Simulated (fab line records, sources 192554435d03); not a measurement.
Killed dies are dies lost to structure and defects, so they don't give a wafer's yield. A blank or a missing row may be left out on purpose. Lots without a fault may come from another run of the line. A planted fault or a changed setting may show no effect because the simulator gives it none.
fab line records | flow n5_finfet
record lots=6 wafers=18 last_day=18
route steps=1938 shown BEOL_M0_SAQP@647 BEOL_M4@1111
lots that met no fault: from a run of the same line without faults
start_h: hours from the record's first day to the start of the lot's first wafer shown | wait_h: hours since the lot's step before | " the same as in the row above | L1.1+2: a row that stands for several wafers | - no value, or no start given | * or withheld: withheld | < > ~ a bound
route shown NAME@n: a module of which the file shows steps, and the number in the route of the first | usual: mean/standard deviation of fault-free wafers | same: alike in all rows | chamber/n: place in a boat | sites: the reading at each site | _std_site: their standard deviation | _edge_site: outer sites' mean less inner sites' | radius_mm: how far each site lies from the wafer's centre | mask NAME#n: copy n | behind: the tool/chamber that last shaped the wafer | hold: why the lot was held/for how many hours/how that ended | device: the transistor (n, p or np) that didn't switch | end of line: the same wafers' tests at the end of the route | a step without rows: its recipe alone | killed: dies lost to structure and defects at the first sort, not the wafer's yield | map: a wafer's dies, x killed, . not, _ none there
set.NAME: the setting as run; set.NAME@STEP: as run at that earlier step | model.NAME: the simulator's own value behind a step, which no gauge read
lots at some steps of the route; a table a step, a row a wafer
services: from which hour (start_h, from the record's first day; less than 0 if before it) a tool's chamber was out of use, for how many hours, and why
## steps
# step N5_BEOL_M0_SAQP_PEB_12
# recipe peb_temp_c=withheld peb_time_s=60 resist=CAR-ArF
# step N5_BEOL_M0_SAQP_DEVELOP_13
# recipe develop_time_s=30 developer=TMAH resist=CAR-ArF dev_temp_c=23 rinse_liquid=diw dry=air_spin
# step N5_BEOL_M0_SAQP_CD_MEAS_14
# recipe target_cd_nm=42.5 landing_energy_ev=500 detector=se_inlens
# usual cd_nm=42.5/0.41
# columns lot.wafer tool chamber start_h wait_h cd_nm
L250.1 cd_sem-01 0 120.43 - 42.3
L250.3 " 0 " " 42.2
L250.4 " 0 " " 41.8
L255.1 cd_sem-03 0 154.60 - 42.6
L255.2 " 0 " " 43.2
L255.5 " 0 " " 43.0
L259.1 cd_sem-01 0 170.75 - 42.3
L259.2 " 0 " " 42.0
L259.4 " 0 " " 42.6
L262.2 cd_sem-02 0 191.62 - 42.7
L262.5 " 0 " " 42.3
L262.6 " 0 " " 42.7
L268.1 cd_sem-02 0 231.75 - 43.1
L268.2 " 0 " " 43.0
L268.4 " 0 " " 42.9
L269.2 cd_sem-03 0 235.00 - 42.2
L269.4 " 0 " " 42.6
L269.5 " 0 " " 42.2
# step N5_BEOL_M0_SAQP_OVL_MEAS_15
# recipe points_per_wafer=44
# usual M0_CORE_OVL=0.2/0.87
# columns lot.wafer tool chamber start_h wait_h M0_CORE_OVL[nm]
L250.1 overlay-01 0 120.46 0.0 1.1
L250.3 " 0 " " 0.6
L250.4 " 0 " " 0.5
L255.1 overlay-01 0 154.63 0.0 1.7
L255.2 " 0 " " 0.8
L255.5 " 0 " " 1.5
L259.1 overlay-02 0 170.78 0.0 0.6
L259.2 " 0 " " 0.5
L259.4 " 0 " " 0.0
L262.2 overlay-01 0 191.65 0.0 1.8
L262.5 " 0 " " 1.5
L262.6 " 0 " " 0.7
L268.1 overlay-02 0 231.78 0.0 -0.9
L268.2 " 0 " " -1.1
L268.4 " 0 " " -1.0
L269.2 overlay-02 0 235.03 0.0 0.2
L269.4 " 0 " " 1.0
L269.5 " 0 " " -0.7
# step N5_BEOL_M0_SAQP_INSPECT_16
# recipe mode=adi inspect_instrument=brightfield
# usual raw_defect_count=524/130
# columns lot.wafer tool chamber start_h wait_h raw_defect_count
L250.1 defect_inspect-01 - 120.48 0.0 663
L250.3 " - " " 541
L250.4 " - " " 608
L255.1 defect_inspect-01 - 154.65 0.0 448
L255.2 " - " " 333
L255.5 " - " " 501
L259.1 defect_inspect-02 - 170.80 0.0 719
L259.2 " - " " 740
L259.4 " - " " 528
L262.2 defect_inspect-01 - 191.67 0.0 704
L262.5 " - " " 570
L262.6 " - " " 418
L268.1 defect_inspect-02 - 231.80 0.0 496
L268.2 " - " " 558
L268.4 " - " " 342
L269.2 defect_inspect-02 - 235.06 0.0 395
L269.4 " - " " 367
L269.5 " - " " 440
# step N5_BEOL_M0_SAQP_DESCUM_19
# recipe chemistry=O2 time_s=7.9 source_power_w=50 bias_power_w=20 pressure_mtorr=20 rf_frequency_hz=2.712e+07 temp_c=40 resist=CAR-ArF o2_flow_sccm=225
# usual bias_power_w=20.00/0.054 chamber_pressure_mTorr=19.999/0.017 drypump_motor_current_A=5.7/0.56 oes_product_au=0.80/0.098 rf_vpp_V=243.4/1.3 showerhead_plenum_p_Torr=2.11/0.061 throttle_valve_pct=20.39/0.25
# columns lot.wafer tool chamber start_h wait_h bias_power_w chamber_pressure_mTorr drypump_motor_current_A oes_product_au rf_hours_counter_h rf_vpp_V showerhead_plenum_p_Torr throttle_valve_pct
L250.1 rie_diel-06 0 120.52 0.0 20.08 19.989 6.2 0.77 153 243.0 2.00 20.56
L250.3 " 2 " " 19.90 19.979 5.0 0.95 12 243.8 2.06 19.94
L250.4 " 3 " " 19.97 19.983 5.7 0.81 - 246.3 2.20 20.28
L255.1 rie_diel-03 1 154.69 0.0 19.99 20.000 5.7 0.94 13 243.7 2.14 20.19
L255.2 " 2 " " 20.04 19.990 6.6 0.69 230 242.5 2.08 20.69
L255.5 " 1 " " 20.04 20.017 5.7 0.94 - 243.3 2.14 20.19
L259.1 rie_diel-03 3 170.84 0.0 19.90 20.012 5.4 0.70 205 246.3 2.19 20.75
L259.2 " 2 " " 20.00 19.994 6.6 0.68 235 242.3 2.07 20.69
L259.4 " 0 " " 20.05 20.009 6.5 0.67 248 245.5 2.16 20.38
L262.2 rie_diel-03 3 191.82 0.1 20.09 20.024 5.4 0.70 212 244.8 2.18 20.75
L262.5 " 3 " " 20.14 20.012 5.4 0.70 - 244.6 2.18 20.73
L262.6 " 1 " " 20.09 20.019 5.7 0.92 - 243.1 2.14 20.20
L268.1 rie_diel-06 3 231.84 0.0 20.02 19.983 5.7 0.78 119 243.9 2.19 20.32
L268.2 " 2 " " 19.94 19.993 5.0 0.89 47 242.2 2.04 19.98
L268.4 " 0 " " 20.05 19.984 6.2 0.74 182 242.1 1.99 20.60
L269.2 rie_diel-03 1 235.09 0.0 20.04 20.017 5.7 0.89 42 243.9 2.13 20.24
L269.4 " 3 " " 20.01 19.989 5.4 0.69 - 244.5 2.18 20.79
L269.5 " 1 " " 20.03 20.023 5.7 0.88 - 244.7 2.13 20.24
# step N5_BEOL_M0_SAQP_ETCH_83
# recipe chemistry=CF4 target=SiARC target_depth_a=390 mask_material=CAR-ArF time_s=65 ion_energy_ev=80 pressure_mtorr=40 source_w=545 bias_w=36 Ar_flow_sccm=100 cf4_flow_sccm=100 ends=cleared
# usual chamber_pressure_mTorr=40.00/0.04 drypump_motor_current_A=5.7/0.56 etch_rf_on_time_s=65.2/1.4 oes_product_au=0.68/0.08 rf_vpp_V=184.1/1.1 showerhead_plenum_p_Torr=2.15/0.057 throttle_valve_pct=15.55/0.27
# columns lot.wafer tool chamber start_h wait_h chamber_pressure_mTorr drypump_motor_current_A etch_rf_on_time_s oes_product_au rf_hours_counter_h rf_vpp_V showerhead_plenum_p_Torr throttle_valve_pct
L250.1 rie_diel-06 0 120.55 0.0 39.98 6.2 66.1 0.65 153 183.0 2.06 15.76
L250.3 " 2 " " 40.03 5.0 64.5 0.80 12 184.0 2.10 15.03
L250.4 " 3 " " 39.96 5.7 64.1 0.70 - 184.6 2.25 15.50
L255.1 rie_diel-03 1 154.72 0.0 40.03 5.7 66.6 0.79 13 185.5 2.18 15.29
L255.2 " 2 " " 39.98 6.6 66.1 0.58 230 183.5 2.12 15.92
L255.5 " 1 " " 40.04 5.7 66.4 0.79 - 184.3 2.18 15.30
L259.1 rie_diel-03 3 170.87 0.0 40.03 5.4 64.0 0.61 205 184.3 2.20 15.81
L259.2 " 2 " " 39.97 6.6 65.8 0.58 235 183.4 2.12 15.92
L259.4 " 0 " " 39.98 6.5 66.4 0.57 248 186.0 2.18 15.57
L262.2 rie_diel-03 3 191.85 0.0 40.02 5.4 63.6 0.61 212 184.6 2.20 15.84
L262.5 " 3 " " 40.06 5.4 63.9 0.60 - 185.0 2.20 15.84
L262.6 " 1 " " 40.04 5.7 66.1 0.77 - 184.8 2.18 15.29
L268.1 rie_diel-06 3 231.87 0.0 40.04 5.7 65.9 0.66 119 185.3 2.23 15.58
L268.2 " 2 " " 39.98 5.0 64.8 0.75 47 181.8 2.09 15.11
L268.4 " 0 " " 40.10 6.2 66.3 0.64 182 183.6 2.05 15.82
L269.2 rie_diel-03 1 235.13 0.0 39.91 5.7 66.6 0.74 42 184.0 2.17 15.34
L269.4 " 3 " " 40.00 5.4 63.8 0.59 - 184.2 2.19 15.84
L269.5 " 1 " " 39.98 5.7 66.4 0.75 - 185.4 2.17 15.33
# step N5_BEOL_M0_SAQP_ETCH_84
# recipe chemistry=N2/H2 target=SOC target_depth_a=1000 overetch_a=200 mask_material=SiARC temp_c=40 time_s=150 ion_energy_ev=200 pressure_mtorr=30 source_w=840 bias_w=150 n2_flow_sccm=200 h2_flow_sccm=200
# usual chamber_pressure_mTorr=30.000/0.029 drypump_motor_current_A=5.7/0.56 oes_product_au=0.71/0.082 rf_vpp_V=524.3/2.3 showerhead_plenum_p_Torr=2.56/0.075 throttle_valve_pct=17.77/0.21
# columns lot.wafer tool chamber start_h wait_h chamber_pressure_mTorr drypump_motor_current_A oes_product_au rf_hours_counter_h rf_vpp_V showerhead_plenum_p_Torr throttle_valve_pct
L250.1 rie_diel-06 0 120.60 0.0 29.994 6.3 0.70 153 520.3 2.42 17.91
L250.3 " 2 " " 29.974 5.0 0.84 12 522.4 2.50 17.37
L250.4 " 3 " " 29.991 5.7 0.73 - 527.9 2.67 17.62
L255.1 rie_diel-03 1 154.77 0.0 30.037 5.7 0.84 13 525.4 2.60 17.62
L255.2 " 2 " " 30.062 6.6 0.62 230 522.7 2.50 17.91
L255.5 " 1 " " 30.008 5.7 0.84 - 526.6 2.60 17.62
L259.1 rie_diel-03 3 170.92 0.0 30.011 5.4 0.63 205 526.7 2.63 18.03
L259.2 " 2 " " 30.010 6.6 0.61 235 522.4 2.50 17.93
L259.4 " 0 " " 29.987 6.5 0.60 248 525.1 2.62 17.95
L262.2 rie_diel-03 3 191.90 0.0 30.043 5.4 0.63 212 526.5 2.63 18.05
L262.5 " 3 " " 30.032 5.4 0.62 - 524.7 2.63 18.05
L262.6 " 1 " " 30.007 5.7 0.81 - 525.7 2.60 17.62
L268.1 rie_diel-06 3 231.92 0.0 29.984 5.7 0.70 119 526.6 2.65 17.69
L268.2 " 2 " " 29.975 5.0 0.78 47 521.6 2.49 17.43
L268.4 " 0 " " 29.958 6.2 0.67 182 520.6 2.41 17.95
L269.2 rie_diel-03 1 235.18 0.0 29.983 5.7 0.78 42 526.2 2.59 17.65
L269.4 " 3 " " 29.959 5.4 0.62 - 525.3 2.62 18.09
L269.5 " 1 " " 29.983 5.7 0.78 - 526.3 2.59 17.66
# step N5_BEOL_M0_SAQP_STRIP_80
# recipe chemistry=N2/H2 temp_c=40 n2_flow_sccm=200 h2_flow_sccm=200 rf_frequency_hz=6e+07
# step N5_BEOL_M0_SAQP_HM_OPEN_112
# recipe chemistry=CHF3/O2 target=SiO2 stop_on=a-Si target_depth_a=120 over_etch_frac=1.25 mask_material=SOC time_s=13.5 pressure_mtorr=30 source_w=650 bias_w=170 Ar_flow_sccm=200 CHF3_flow_sccm=50 O2_flow_sccm=5 ion_energy_ev=200 ends=end_point
# usual chamber_pressure_mTorr=29.998/0.027 drypump_motor_current_A=5.7/0.56 oes_product_au=0.52/0.06 rf_vpp_V=525/14 showerhead_plenum_p_Torr=2.42/0.064 throttle_valve_pct=18.77/0.25
# columns lot.wafer tool chamber start_h wait_h chamber_pressure_mTorr drypump_motor_current_A oes_product_au rf_hours_counter_h rf_vpp_V showerhead_plenum_p_Torr throttle_valve_pct
L250.1 rie_diel-06 0 120.71 0.0 30.001 6.2 0.51 153 526 2.31 18.98
L250.3 " 2 " " 29.982 5.0 0.62 12 533 2.37 18.32
L250.4 " 3 " " 29.961 5.7 0.53 - 552 2.52 18.69
L255.1 rie_diel-03 1 154.88 0.0 30.001 5.7 0.60 13 516 2.46 18.55
L255.2 " 2 " " 30.015 6.6 0.45 230 526 2.39 19.08
L255.5 " 1 " " 29.994 5.7 0.61 - 518 2.46 18.53
L259.1 rie_diel-03 3 171.03 0.0 30.053 5.4 0.46 205 517 2.48 19.02
L259.2 " 2 " " 30.039 6.6 0.45 235 525 2.38 19.09
L259.4 " 0 " " 29.995 6.5 0.44 248 541 2.46 18.72
L262.2 rie_diel-03 3 192.01 0.0 29.984 5.4 0.46 212 516 2.48 19.02
L262.5 " 3 " " 30.002 5.4 0.45 - 516 2.48 19.01
L262.6 " 1 " " 29.966 5.7 0.59 - 517 2.45 18.58
L268.1 rie_diel-06 3 232.03 0.0 29.971 5.7 0.51 119 550 2.51 18.75
L268.2 " 2 " " 29.929 5.0 0.56 47 532 2.35 18.37
L268.4 " 0 " " 30.012 6.2 0.50 182 526 2.30 19.03
L269.2 rie_diel-03 1 235.28 0.0 29.991 5.7 0.57 42 517 2.45 18.60
L269.4 " 3 " " 29.983 5.4 0.45 - 516 2.47 19.03
L269.5 " 1 " " 30.017 5.7 0.58 - 518 2.45 18.59
# step N5_BEOL_M0_SAQP_STRIP_113
# recipe chemistry=CHF3/O2 resist=SiARC rf_frequency_hz=6e+07
# step N5_BEOL_M0_SAQP_MANDREL_ETCH_20
# recipe target_depth_a=600 chemistry=HBr/Cl2 target=a-Si stop_on=SiNx bt_time_s=10 mask_material=SOC over_etch_frac=0.5 time_s=30 pressure_mtorr=10 icp_w=800 bias_w=75 HBr_flow_sccm=150 Cl2_flow_sccm=80 ends=end_point
# usual chamber_pressure_mTorr=10.001/0.0094 drypump_motor_current_A=5.4/0.51 oes_product_au=0.767/0.014 throttle_valve_pct=35.35/0.23
# columns lot.wafer tool chamber start_h wait_h chamber_pressure_mTorr drypump_motor_current_A oes_product_au rf_hours_counter_h throttle_valve_pct
L250.1 rie_si-05 0 120.79 0.0 10.007 5.0 0.782 1 35.06
L250.3 " 3 " " 9.991 4.9 0.752 146 35.62
L250.4 " 1 " " 10.011 5.8 0.792 57 35.08
L255.1 rie_si-03 0 154.96 0.0 9.996 5.0 0.754 24 34.95
L255.2 " 2 " " 10.004 6.3 0.751 39 35.65
L255.5 " 0 " " 10.007 5.0 0.761 - 34.94
L259.1 rie_si-02 1 171.11 0.0 9.978 5.5 0.746 87 35.41
L259.2 " 2 " " 10.008 4.8 0.758 182 35.55
L259.4 " 3 " " 10.000 5.9 0.751 68 35.24
L262.2 rie_si-05 1 192.09 0.0 10.013 5.8 0.774 58 35.11
L262.5 " 3 " " 10.007 4.8 0.759 - 35.60
L262.6 " 0 " " 10.008 5.0 0.782 - 35.07
L268.1 rie_si-02 3 232.11 0.0 10.001 5.8 0.760 69 35.25
L268.2 " 0 " " 10.012 5.2 0.790 160 35.41
L268.4 " 1 " " 10.000 5.6 0.764 88 35.38
L269.2 rie_si-05 0 235.37 0.0 9.983 5.0 0.762 3 35.08
L269.4 " 3 " " 10.000 4.8 0.741 148 35.60
L269.5 " 3 " " 10.004 4.9 0.755 - 35.61
# step N5_BEOL_M0_SAQP_STRIP_86
# recipe chemistry=N2/H2 power_w=500 temp_c=40 pressure_mtorr=50 rf_frequency_hz=6e+07 overash_fraction=0.3 bias_power_w=28 h2_frac=0.5 n2_flow_sccm=300 h2_flow_sccm=300
# usual bias_power_w=28.00/0.075 chamber_pressure_mTorr=50.00/0.08 drypump_motor_current_A=5.8/0.57 h2_flow_sccm=300.0/1.1 oes_product_au=0.77/0.099 rf_vpp_V=121.9/1.5 showerhead_plenum_p_Torr=3.39/0.093 throttle_valve_pct=18.93/0.25
# columns lot.wafer tool chamber start_h wait_h bias_power_w chamber_pressure_mTorr drypump_motor_current_A h2_flow_sccm oes_product_au rf_hours_counter_h rf_vpp_V showerhead_plenum_p_Torr throttle_valve_pct
L250.1 rie_diel-03 1 120.89 0.1 28.01 50.09 5.7 301.3 0.97 4 123.0 3.44 18.84
L250.3 " 2 " " 27.97 49.92 6.6 297.6 0.69 220 121.0 3.31 18.71
L250.4 " 0 " " 27.90 49.75 6.5 299.2 0.67 233 121.6 3.46 19.47
L255.1 rie_diel-03 1 155.06 0.1 27.96 50.02 5.7 300.3 0.95 13 120.9 3.44 18.86
L255.2 " 3 " " 28.11 49.99 5.4 300.4 0.72 200 120.1 3.47 19.08
L255.5 " 3 " " 27.92 49.96 5.4 301.2 0.72 - 122.4 3.47 19.11
L259.1 rie_diel-03 3 171.21 0.1 27.91 50.13 5.5 327.7 0.70 205 124.0 3.55 21.71
L259.2 " 0 " " 28.03 50.05 6.5 300.0 0.66 248 121.7 3.46 19.48
L259.4 " 1 " " 28.09 50.02 5.7 299.6 0.92 18 122.0 3.44 18.84
L262.2 rie_diel-03 3 192.19 0.1 28.02 50.05 5.4 328.0 0.71 212 123.6 3.55 21.69
L262.5 " 3 " " 28.06 50.01 5.4 327.9 0.70 - 121.1 3.55 21.73
L262.6 " 2 " " 27.98 49.93 6.6 301.4 0.68 - 121.5 3.30 18.75
L268.1 rie_diel-01 1 232.23 0.1 28.04 50.01 4.9 297.7 0.70 211 123.3 3.46 18.78
L268.2 " 3 " " 27.80 49.99 5.9 300.0 0.73 204 119.7 3.22 19.17
L268.4 " 2 " " 27.98 49.99 6.0 301.2 0.79 104 119.7 3.37 19.09
L269.2 rie_diel-06 0 235.46 0.1 28.10 50.06 6.2 300.1 0.75 183 119.6 3.19 19.08
L269.4 " 2 " " 28.02 50.02 5.0 300.8 0.89 48 118.5 3.29 18.57
L269.5 " 0 " " 27.95 49.93 6.3 299.3 0.75 - 120.2 3.19 19.06
# step N5_BEOL_M0_SAQP_STRIP_115
# recipe chemistry=post_etch_residue_remover time_s=60 temp_c=25 remover_ph=withheld remover_water_wt_pct=withheld remover_fluoride_wt_pct=withheld
# step N5_BEOL_M4_RC_MEAS_101
# usual DIBL_N=36.2/1.6 DIBL_P=36.5/1.9 IOFF_N=0.158/0.027 IOFF_P=0.21/0.038 ION_N=675/12 ION_P=464/8.9 SS_N=71.5/0.61 SS_P=73.4/0.59 VT_N=250.4/3 VT_P=-250/3.6
# columns lot.wafer tool chamber start_h wait_h DIBL_N[mV/V] DIBL_P[mV/V] IOFF_N[nA/um] IOFF_P[nA/um] ION_N[uA/um] ION_P[uA/um] SS_N[mV/dec] SS_P[mV/dec] VT_N[mV] VT_P[mV]
L250.1 prober-01 0 170.19 0.0 34.6 34.5 0.125 0.17 661 456 70.9 73.1 255.4 -257
L250.3 " 0 " " 33.8 33.2 0.115 0.16 659 455 71.0 73.3 254.6 -254
L250.4 " 0 " " 35.7 35.9 0.150 0.20 672 460 71.4 73.8 250.0 -252
L255.1 prober-01 0 210.70 0.0 33.0 32.6 0.099 0.16 661 465 70.2 73.0 258.6 -250
L255.2 " 0 " " 35.6 37.2 0.149 0.24 675 471 71.4 73.3 249.2 -245
L255.5 " 0 " " 32.6 32.3 0.101 0.17 652 455 71.0 72.7 256.5 -252
L259.1 prober-01 0 227.46 0.0 36.1 36.1 0.162 0.20 683 463 71.3 73.5 247.1 -251
L259.2 " 0 " " 36.6 36.7 0.168 0.20 682 462 71.3 73.3 247.3 -246
L259.4 " 0 " " 37.8 39.3 0.206 0.26 706 486 71.6 74.4 245.4 -246
L262.2 prober-01 0 255.40 0.2 38.5 39.4 0.208 0.28 680 473 72.2 74.3 245.6 -246
L262.5 " 0 " " 38.5 40.3 0.212 0.31 684 476 72.4 73.7 245.3 -244
L262.6 " 0 " " 38.3 40.2 0.207 0.32 690 483 71.5 74.5 246.2 -244
L269.2 prober-02 0 302.73 0.2 36.4 36.0 0.164 0.18 670 446 71.3 72.3 248.3 -250
L269.4 " 0 " " 36.4 36.8 0.172 0.21 681 463 71.4 72.8 247.4 -251
L269.5 " 0 " " 35.2 35.0 0.146 0.17 661 454 71.2 72.1 250.7 -253
L268.1 prober-02 0 307.55 0.0 37.6 35.6 0.169 0.23 663 456 72.5 73.1 251.5 -248
L268.2 " 0 " " 36.5 35.5 0.159 0.23 674 470 72.1 73.5 249.0 -246
L268.4 " 0 " " 37.8 36.5 0.174 0.24 675 461 72.2 73.8 248.9 -249
## services
# columns tool chamber start_h hours kind
rie_diel-03 - 116.21 0.6 repair
rie_si-02 1 120.26 2.0 repair
rie_diel-03 - 123.78 2.8 pm
rie_si-05 - 143.10 2.8 pm
rie_si-03 1 144.77 7.9 repair
rie_diel-06 0 160.21 2.8 repair
rie_diel-03 0 178.59 - clean
rie_diel-03 0 178.59 - consumable_replace:focus_ring
rie_diel-03 0 178.59 26.3 scheduled_down
rie_diel-03 0 178.59 26.3 vent_cycle
rie_si-03 3 186.51 11.9 repair
rie_diel-06 0 213.00 3.4 repair
rie_diel-03 2 217.30 - clean
rie_diel-03 2 217.30 - consumable_replace:focus_ring
rie_diel-03 2 217.30 20.1 scheduled_down
rie_diel-03 2 217.30 20.1 vent_cycle
rie_si-03 - 217.63 2.8 pm
rie_si-02 0 223.87 1.4 repair
rie_diel-01 1 226.18 3.6 repair
## key
first_sign step=N5_BEOL_M0_SAQP_STRIP_86 reading=h2_flow_sccm direction=up sigmas=26 usual=300.0 struck=327.9
effect step=N5_BEOL_M0_SAQP_STRIP_86 reading=throttle_valve_pct direction=up sigmas=11 usual=* struck=*
met_at N5_BEOL_M0_SAQP_STRIP_86
struck_wafers L259.1,L262.2,L262.5
onset_between 155.06 171.21
fault kind=process_parameter_drift tool=rie_diel-03 chamber=3 onset_h=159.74 steps=N5_BEOL_M0_SAQP_STRIP_86 channel=h2_flow_sccm offset=30 shape=step end_h=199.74 acts_in=these_recipes_only stated=300
